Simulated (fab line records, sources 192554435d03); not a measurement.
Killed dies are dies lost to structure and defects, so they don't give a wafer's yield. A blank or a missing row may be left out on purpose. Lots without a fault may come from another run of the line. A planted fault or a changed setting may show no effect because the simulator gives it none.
fab line records | flow n5_finfet
record lots=7 wafers=39
route steps=1938 shown DUMMY_GATE@237 SD_EPI_P@321 SD_ACTIVATION@330 GATE_CUT@493
start_h: hours from the record's first day to the start of the lot's first wafer shown | wait_h: hours since the lot's step before | " the same as in the row above | L1.1+2: a row that stands for several wafers | - no value, or no start given | * or withheld: withheld | < > ~ a bound
route shown NAME@n: a module of which the file shows steps, and the number in the route of the first | usual: mean/standard deviation of fault-free wafers | same: alike in all rows | chamber/n: place in a boat | sites: the reading at each site | _std_site: their standard deviation | _edge_site: outer sites' mean less inner sites' | radius_mm: how far each site lies from the wafer's centre | mask NAME#n: copy n | behind: the tool/chamber that last shaped the wafer | hold: why the lot was held/for how many hours/how that ended | device: the transistor (n, p or np) that didn't switch | end of line: the same wafers' tests at the end of the route | a step without rows: its recipe alone | killed: dies lost to structure and defects at the first sort, not the wafer's yield | map: a wafer's dies, x killed, . not, _ none there
set.NAME: the setting as run; set.NAME@STEP: as run at that earlier step | model.NAME: the simulator's own value behind a step, which no gauge read
lots whose settings were changed on purpose; a table a step, a row a wafer
## steps
# step N5_DUMMY_GATE_ETCH_37
# recipe chemistry=N2/H2 target=SOC target_depth_a=600 overetch_a=300 temp_c=40 ion_energy_ev=200 pressure_mtorr=30 source_w=840 bias_w=150 n2_flow_sccm=200 h2_flow_sccm=200
# usual rf_vpp_V=522.7/1.6
# columns lot.wafer tool chamber start_h wait_h set.source_w rf_vpp_V
L081.1 rie_diel-06 2 91.10 0.0 772 538.6
L081.2 " 0 " " 840 522.6
L081.3 " 3 " " 772 535.2
L081.4 " 3 " " 840 520.8
L081.5 " 2 " " 840 522.8
L081.6 " 0 " " 772 536.8
L083.1 rie_diel-01 3 103.67 0.0 840 524.6
L083.2 " 1 " " 840 523.5
L083.3 " 2 " " 840 523.5
L083.4 " 2 " " 840 522.4
L083.5 " 1 " " 840 521.1
L083.6 " 3 " " 840 524.6
L085.1 rie_diel-03 2 117.70 0.0 755 542.2
L085.2 " 0 " " 755 543.8
L085.3 " 1 " " 840 523.6
L085.4 " 3 " " 840 520.1
L085.5 " 1 " " 840 524.9
L085.6 " 0 " " 755 544.8
L088.1 rie_diel-06 2 129.74 0.0 840 523.9
L088.2 " 0 " " 840 523.0
L088.5 " 3 " " 840 520.6
L093.1 rie_diel-03 3 160.51 0.0 904.1 506.9
L093.2 " 2 " " 904.1 511.9
L093.3 " 1 " " 840 523.0
L093.4 " 0 " " 840 524.8
L093.5 " 3 " " 904.1 508.0
L093.6 " 0 " " 840 523.3
L096.1 rie_diel-03 3 179.73 0.0 840 518.2
L096.2 " 0 " " 840 526.4
L096.3 " 1 " " 887.9 512.4
L096.4 " 2 " " 887.9 513.7
L096.5 " 1 " " 840 521.4
L096.6 " 0 " " 887.9 514.4
L097.1 rie_diel-01 2 184.28 0.0 840 522.5
L097.2 " 1 " " 840 522.3
L097.3 " 3 " " 840 522.1
L097.4 " 0 " " 840 521.4
L097.5 " 3 " " 840 524.2
L097.6 " 2 " " 840 523.5
# step N5_DUMMY_GATE_ETCH_32
# recipe chemistry=CF4 target=SiO2 target_depth_a=35 time_s=3.9 ion_energy_ev=350 pressure_mtorr=10 icp_w=800 bias_w=400 cf4_flow_sccm=80
# columns lot.wafer tool chamber start_h wait_h set.time_s model.etch.depth_nm
L081.1 rie_si-02 3 91.63 0.1 3.9 3.56
L081.2 " 2 " " 3.9 3.555
L081.3 " 0 " " 3.9 3.565
L081.4 " 1 " " 3.9 3.415
L081.5 " 0 " " 3.9 3.571
L081.6 " 3 " " 3.9 3.59
L083.1 rie_si-01 0 104.27 0.1 3.9 3.357
L083.2 " 3 " " 3.9 3.505
L083.3 " 1 " " 4.663 4.05
L083.4 " 2 " " 4.663 4.176
L083.5 " 1 " " 4.663 4.1
L083.6 " 2 " " 3.9 3.493
L085.1 rie_si-05 0 118.23 0.1 4.547 3.922
L085.2 " 2 " " 4.547 4.111
L085.3 " 3 " " 4.547 3.953
L085.4 " 1 " " 3.9 3.449
L085.5 " 1 " " 3.9 3.488
L085.6 " 0 " " 3.9 3.362
L088.1 rie_si-02 3 130.27 0.1 3.9 3.615
L088.2 " 2 " " 3.9 3.625
L088.5 " 2 " " 3.9 3.629
L093.1 rie_si-05 1 161.30 0.1 3.9 3.495
L093.2 " 0 " " 4.83 4.188
L093.3 " 3 " " 3.9 3.446
L093.4 " 2 " " 4.83 4.405
L093.5 " 3 " " 3.9 3.411
L093.6 " 2 " " 4.83 4.436
L096.1 rie_si-02 0 180.30 0.1 3.9 3.609
L096.2 " 1 " " 3.9 3.446
L096.3 " 3 " " 4.586 4.238
L096.4 " 2 " " 3.9 3.597
L096.5 " 1 " " 4.586 4.055
L096.6 " 0 " " 4.586 4.227
L097.1 rie_si-01 0 184.80 0.1 3.9 3.352
L097.2 " 3 " " 3.9 3.485
L097.3 " 2 " " 3.9 3.471
L097.4 " 1 " " 4.243 3.782
L097.5 " 3 " " 4.243 3.824
L097.6 " 0 " " 4.243 3.637
# step N5_SD_EPI_P_EPI_21
# recipe material=SiGe:B dopant=B temp_c=550 pressure_torr=20 ambient=H2 time_s=355
# columns lot.wafer tool chamber start_h wait_h set.pressure_torr model.SiGe-B_of_SD_EPI_P_EPI_21.thk_nm
L081.1+5 epi_rpcvd-02 0 101.23 0.1 17.01 57
L081.2 " 0 " " 17.01 56.8
L081.3+4+6 " 0 " " 17.01 57.2
L083.1+6 epi_rpcvd-04 0 111.65 0.1 21.51 63.6
L083.2+3+4 " 0 " " 21.51 63.4
L083.5 " 0 113.09 1.5 21.51 64
L085.1+2 epi_rpcvd-03 0 125.98 0.1 21.72 63.6
L085.3 " 0 " " 21.72 63.4
L085.4 " 0 " " 21.72 63.8
L085.5 " 0 " " 21.72 63.2
L085.6 " 0 " " 21.72 62.6
L088.1 epi_rpcvd-02 0 138.09 0.1 20 60.6
L088.2 " 0 " " 20 61
L088.5 " 0 139.53 1.5 20 60.4
L093.1+3+4+6 epi_rpcvd-02 0 169.09 0.1 22.44 63.4
L093.2 " 0 " " 22.44 64.4
L093.5 " 0 170.53 1.5 22.44 63.6
L096.1 epi_rpcvd-02 0 189.04 0.2 16.1 56.8
L096.2 " 0 " " 16.1 57
L096.3 " 0 " " 16.1 56.4
L096.4 " 0 " " 16.1 57.2
L096.5 " 0 " " 16.1 56.6
L096.6 " 0 " " 16.1 56.2
L097.1+4 epi_rpcvd-02 0 195.13 0.1 22.01 63.8
L097.2+3 " 0 " " 22.01 63.4
L097.5 " 0 196.57 1.5 22.01 62.8
L097.6 " 0 " " 22.01 63
# step N5_SD_EPI_P_EPI_MEAS_23
# recipe mode=xrd
# usual thk_nm=60.9/1.2
# columns lot.wafer tool chamber start_h wait_h set.pressure_torr@SD_EPI_P_EPI_21 thk_nm
L081.1 film_metro-01 - 103.43 1.8 17.01 56.0
L081.2 " - " " 17.01 55.7
L081.3 " - " " 17.01 58.4
L081.4 " - " " 17.01 56.8
L081.5 " - " " 17.01 55.9
L081.6 " - " " 17.01 57.1
L083.1 film_metro-02 - 113.85 1.8 21.51 63.9
L083.2 " - " " 21.51 63.2
L083.3 " - " " 21.51 63.6
L083.4 " - " " 21.51 62.4
L083.5 " - " " 21.51 63.6
L083.6 " - " " 21.51 63.0
L085.1 film_metro-01 - 128.17 1.8 21.72 63.6
L085.2 " - " " 21.72 64.6
L085.3 " - " " 21.72 63.6
L085.4 " - " " 21.72 63.2
L085.5 " - " " 21.72 62.8
L085.6 " - " " 21.72 61.6
L088.1 film_metro-02 - 140.28 1.8 20 60.4
L088.2 " - " " 20 61.6
L088.5 " - " " 20 60.7
L093.1 film_metro-01 - 171.28 1.8 22.44 64.4
L093.2 " - " " 22.44 63.1
L093.3 " - " " 22.44 63.5
L093.4 " - " " 22.44 63.0
L093.5 " - " " 22.44 64.2
L093.6 " - " " 22.44 64.2
L096.1 film_metro-02 - 191.96 2.4 16.1 56.4
L096.2 " - " " 16.1 58.0
L096.3 " - " " 16.1 56.3
L096.4 " - " " 16.1 56.9
L096.5 " - " " 16.1 55.2
L096.6 " - " " 16.1 55.8
L097.1 film_metro-02 - 197.32 1.8 22.01 64.4
L097.2 " - " " 22.01 63.2
L097.3 " - " " 22.01 64.8
L097.4 " - " " 22.01 62.3
L097.5 " - " " 22.01 62.9
L097.6 " - " " 22.01 64.5
# step N5_SD_EPI_P_HM_STRIP_48
# recipe chemistry=H3PO4 temp_c=160 material=SiNx target=SiNx target_depth_a=30 overetch_fraction=0.3
# step N5_SD_EPI_P_SRD_49
# recipe dry=ipa_marangoni time_s=30 temp_c=23 rinse_liquid=diw
# step N5_SD_ACTIVATION_RTA_00
# recipe temp_c=975 time_s=0 ambient=N2 idle_temp_c=600 ramp_up_c_per_s=150 ramp_down_c_per_s=60 cool_to_c=600
# step N5_SD_ACTIVATION_LSA_01
# recipe temp_c=1080 time_s=0.0008 ambient=N2
# step N5_SD_ACTIVATION_RS_MEAS_03
# recipe thk_meas_gauge=four-point-probe
# usual RS_SD_N=21.9/0.3 RS_SD_P=56.0/0.75
# columns lot.wafer tool chamber start_h wait_h set.pressure_torr@SD_EPI_P_EPI_21 RS_SD_N[ohm/sq] RS_SD_P[ohm/sq]
L081.1 film_metro-01 - 104.04 0.2 17.01 22.1 62.7
L081.2 " - " " 17.01 22.0 62.6
L081.3 " - " " 17.01 22.1 62.6
L081.4 " - " " 17.01 21.9 62.6
L081.5 " - " " 17.01 21.9 62.7
L081.6 " - " " 17.01 21.8 62.5
L083.1 film_metro-02 - 114.46 0.2 21.51 21.5 51.9
L083.2 " - " " 21.51 21.5 52.7
L083.3 " - " " 21.51 21.4 52.5
L083.4 " - " " 21.51 21.4 52.8
L083.5 " - " " 21.51 21.4 52.4
L083.6 " - " " 21.51 21.3 52.2
L085.1 film_metro-02 - 128.83 0.2 21.72 22.1 52.8
L085.2 " - " " 21.72 21.9 52.8
L085.3 " - " " 21.72 22.0 53.0
L085.4 " - " " 21.72 22.1 52.4
L085.5 " - " " 21.72 21.7 53.2
L085.6 " - " " 21.72 22.4 53.9
L088.1 film_metro-01 - 140.91 0.2 20 22.3 55.9
L088.2 " - " " 20 22.4 55.3
L088.5 " - " " 20 22.1 56.0
L093.1 film_metro-01 - 172.89 0.2 22.44 21.8 52.7
L093.2 " - " " 22.44 22.2 51.6
L093.3 " - " " 22.44 21.8 52.3
L093.4 " - " " 22.44 21.7 52.7
L093.5 " - " " 22.44 21.6 52.3
L093.6 " - " " 22.44 21.6 52.6
L096.1 film_metro-01 - 192.75 0.2 16.1 21.7 64.9
L096.2 " - " " 16.1 22.1 64.9
L096.3 " - " " 16.1 22.3 65.2
L096.4 " - " " 16.1 21.8 64.6
L096.5 " - " " 16.1 21.8 65.1
L096.6 " - " " 16.1 21.8 65.0
L097.1 film_metro-02 - 197.94 0.2 22.01 21.6 51.7
L097.2 " - " " 22.01 21.6 52.9
L097.3 " - " " 22.01 22.1 52.2
L097.4 " - " " 22.01 22.2 51.9
L097.5 " - " " 22.01 21.8 52.3
L097.6 " - " " 22.01 21.7 52.9
# step N5_GATE_CUT_ETCH_37
# recipe chemistry=N2/H2 target=SOC target_depth_a=600 overetch_a=120 mask_material=SiARC temp_c=40 time_s=90 ion_energy_ev=200 pressure_mtorr=30 source_w=840 bias_w=150 n2_flow_sccm=200 h2_flow_sccm=200
# usual rf_vpp_V=522.7/1.6
# columns lot.wafer tool chamber start_h wait_h set.bias_w rf_vpp_V model.SiARC_of_GATE_CUT_COAT_35.thk_nm
L081.1 rie_diel-01 1 128.83 0.0 124.6 462.6 7
L081.2 " 3 " " 124.6 464.9 6.8
L081.3 " 2 " " 150 523.0 5.8
L081.4 " 2 " " 150 522.5 6
L081.5 " 3 " " 150 525.7 5.8
L081.6 " 1 " " 124.6 463.9 7
L083.1 rie_diel-03 3 139.74 0.0 150 519.4 6
L083.2 " 0 " " 150 524.1 6
L083.3 " 2 " " 150 522.1 6.2
L083.4 " 1 " " 150 522.0 6
L083.5 " 2 " " 150 524.4 6.2
L083.6 " 3 " " 150 520.5 6
L085.1 rie_diel-03 1 155.22 0.0 139.3 500.1 6.2
L085.2 " 0 " " 150 526.1 6
L085.3 " 3 " " 150 519.7 5.8
L085.4 " 2 " " 139.3 500.0 6.6
L085.5 " 3 " " 139.3 496.6 6.2
L085.6 " 2 " " 150 524.1 6.2
L088.1 rie_diel-03 3 165.43 0.0 150 519.9 6
L088.2 " 2 " " 150 523.7 6.2
L088.5 " 1 " " 150 522.7 6
L093.1 rie_diel-03 0 198.03 0.0 150 524.5 6
L093.2 " 2 " " 140.1 501.3 6.6
L093.3 " 3 " " 150 519.4 6
L093.4 " 1 " " 150 522.2 6
L093.5 " 2 " " 140.1 501.6 6.6
L093.6 " 1 " " 140.1 500.3 6.4
L096.1 rie_diel-01 3 218.39 0.0 150 522.5 5.8
L096.2 " 0 " " 150 523.0 6
L096.3 " 1 " " 150 521.3 6
L096.4 " 2 " " 133.1 483.8 6.4
L096.5 " 1 " " 133.1 484.9 6.6
L096.6 " 0 " " 133.1 486.0 6.6
L097.1 rie_diel-06 0 223.40 0.0 150 521.4 6.2
L097.2 " 3 " " 150 519.8 6
L097.3 " 2 " " 157.5 538.9 5.6
L097.4 " 2 " " 150 524.7 6
L097.5 " 0 " " 157.5 537.6 5.8
L097.6 " 3 " " 157.5 537.3 5.6
## key
split step=N5_DUMMY_GATE_ETCH_37 setting=source_w stated=840 by=wafer
response step=N5_DUMMY_GATE_ETCH_37 reading=rf_vpp_V change=-1.9 per=1% r=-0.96
split step=N5_DUMMY_GATE_ETCH_32 setting=time_s stated=3.9 by=wafer
response step=N5_DUMMY_GATE_ETCH_32 reading=model.etch.depth_nm change=+0.0354 per=1% r=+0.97
split step=N5_SD_EPI_P_EPI_21 setting=pressure_torr stated=20 by=lot
response step=N5_SD_EPI_P_EPI_21 reading=model.SiGe-B_of_SD_EPI_P_EPI_21.thk_nm change=+0.241 per=1% r=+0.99
response step=N5_SD_EPI_P_EPI_MEAS_23 reading=thk_nm change=* per=1% r=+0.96
response step=N5_SD_ACTIVATION_RS_MEAS_03 reading=RS_SD_P change=-0.416 per=1% r=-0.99
split step=N5_GATE_CUT_ETCH_37 setting=bias_w stated=150 by=wafer
response step=N5_GATE_CUT_ETCH_37 reading=rf_vpp_V change=+3.43 per=1% r=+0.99
response step=N5_GATE_CUT_ETCH_37 reading=model.SiARC_of_GATE_CUT_COAT_35.thk_nm change=-0.0614 per=1% r=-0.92
